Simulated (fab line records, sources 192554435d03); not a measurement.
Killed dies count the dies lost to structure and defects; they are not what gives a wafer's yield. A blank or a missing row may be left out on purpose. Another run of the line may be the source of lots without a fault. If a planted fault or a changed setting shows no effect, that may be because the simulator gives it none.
What tool caused it? ; flow n5-finfet ; 25 wafers from 9 lots sampled at 3 of the route's 1938 steps

## WHAT THE GAUGES SHOWED, per wafer
N5_BEOL_M10_INSPECT_30: inspects for defects (brightfield).
lot;measured;on;raw-defect-count
L936;day 10 07:44;defect-inspect-02;457 420
L937;day 10 15:58;defect-inspect-01;300 286 249
L939;day 10 22:24;defect-inspect-02;256 380 491
L938;day 11 18:34;defect-inspect-01;506 475
L943;day 11 18:44;defect-inspect-01;398 306 302
L940;day 12 19:30;defect-inspect-01;355 401 362
L955;day 16 04:14;defect-inspect-02;1664 1698 1707
L957;day 16 04:23;defect-inspect-01;1803 1694 1902
L958;day 16 14:35;defect-inspect-01;360 351 405

## WHICH TOOL RAN EACH LOT (tool, then ch and the chambers of the sampled wafers, then the start)
lot;N5_BEOL_M10_DESCUM_16;N5_BEOL_M10_ETCH_61
L936;rie-diel-06 ch 1,3, day 10 04:05;rie-diel-06 ch 1,3, day 10 04:08
L937;rie-diel-06 ch 0,1,2, day 10 12:55;rie-diel-06 ch 0,1,2, day 10 12:57
L939;rie-diel-05 ch 2,3, day 10 21:12;rie-diel-05 ch 2,3, day 10 21:14
L938;rie-diel-04 ch 0,1, day 11 16:07;rie-diel-04 ch 0,1, day 11 16:10
L943;rie-diel-04 ch 0,1,2, day 11 16:22;rie-diel-04 ch 0,1,2, day 11 16:25
L940;rie-diel-05 ch 0,1, day 12 18:32;rie-diel-05 ch 0,1, day 12 18:34
L955;rie-diel-06 ch 0,1,3, day 16 02:19;rie-diel-06 ch 0,1,3, day 16 02:21
L957;rie-diel-06 ch 0,2,3, day 16 02:34;rie-diel-06 ch 0,2,3, day 16 02:36
L958;rie-diel-04 ch 1,2, day 16 11:06;rie-diel-04 ch 1,2, day 16 11:08
- N5_BEOL_M10_DESCUM_16: chemistry O2, time 7.9 s.
- N5_BEOL_M10_ETCH_61: etches SiARC in CF4, target depth 39 nm, time 65 s.

## AS READ BY THE TOOLS THEMSELVES (means over the sampled wafers that have a number; for cases with no such wafer, the mark the record gives instead)
N5_BEOL_M10_DESCUM_16.
lot;tool;drypump-motor-current-A (A);oes-product-au (a.u.);rf-fwd-power-W (W);rf-vpp-V (V);showerhead-plenum-p-Torr (Torr);throttle-valve-pct (%)
L936;rie-diel-06;6.1;0.91;49.19;243.9;2.12;20.04
L937;rie-diel-06;6.1;0.82;49.14;243.0;2.09;20.30
L939;rie-diel-05;6.0;0.71;49.51;243.9;2.09;20.48
L938;rie-diel-04;5.3;0.94;49.26;242.9;2.15;20.31
L943;rie-diel-04;5.5;0.89;49.32;244.0;2.17;20.42
L940;rie-diel-05;5.6;0.85;49.41;242.8;2.08;20.39
L955;rie-diel-06;5.8;0.87;49.22;243.9;2.15;20.15
L957;rie-diel-06;5.8;0.88;49.40;244.9;2.16;20.25
L958;rie-diel-04;5.7;0.79;49.33;245.4;2.16;20.54

N5_BEOL_M10_ETCH_61.
lot;tool;drypump-motor-current-A (A);etch-rf-on-time-s (s);oes-product-au (a.u.);rf-fwd-power-W (W);rf-vpp-V (V);showerhead-plenum-p-Torr (Torr);throttle-valve-pct (%)
L936;rie-diel-06;6.1;62.5;0.79;537.7;184.4;2.19;15.29
L937;rie-diel-06;6.1;64.8;0.72;538.8;183.8;2.14;15.49
L939;rie-diel-05;6.0;65.0;0.61;540.9;184.5;2.15;15.82
L938;rie-diel-04;5.3;64.2;0.81;535.7;186.1;2.19;15.40
L943;rie-diel-04;5.5;64.0;0.77;539.4;184.7;2.21;15.53
L940;rie-diel-05;5.6;67.2;0.71;537.4;184.4;2.12;15.41
L955;rie-diel-06;5.9;63.7;0.75;535.9;184.2;2.22;15.41
L957;rie-diel-06;5.8;64.6;0.74;538.6;184.8;2.20;15.41
L958;rie-diel-04;5.7;65.2;0.67;540.5;184.5;2.20;15.71

## THE ANSWER, worked out from the rows above alone
Rule: what is usual is taken from the lots themselves. Put in order of their means at a reading, lots are off if they are a third of the lots or fewer, leave a main group of 4 or more, and stand apart from it by a gap of 3 or more times the standard deviation of the main group's means; of several such gaps the widest counts. The tables above print the reading to a certain number of digits; a main group whose means all agree to those digits is not used. A lot without any number at a reading at which 4 lots or more have one is off too. Any other lot the step has rows for is counted as sound. Order of review: gauges by route order, followed by the tools' own readings, for which a lot's mean as printed above is used. The first step at which some lot is off is used, and at that step the reading that is off furthest; a lot without a number counts as furthest.
Off, at N5_BEOL_M10_INSPECT_30 on raw-defect-count: L955, L957. For the main group the mean is 380 and the standard deviation 63.
A tool fits if, at a process step before that reading, it ran every lot that is off, and no sound lot after the first of them. Gauges at N5_BEOL_M10_INSPECT_30: tried the same way as those tools. One fits: N5_BEOL_M10_DESCUM_16 and N5_BEOL_M10_ETCH_61 on rie-diel-06. At N5_BEOL_M10_DESCUM_16 its last sound lot is L937 (day 10 12:55), its first lot that is off L955 (day 16 02:19): a fault that began between those two fits.

## WHAT THE SIMULATOR PUT IN
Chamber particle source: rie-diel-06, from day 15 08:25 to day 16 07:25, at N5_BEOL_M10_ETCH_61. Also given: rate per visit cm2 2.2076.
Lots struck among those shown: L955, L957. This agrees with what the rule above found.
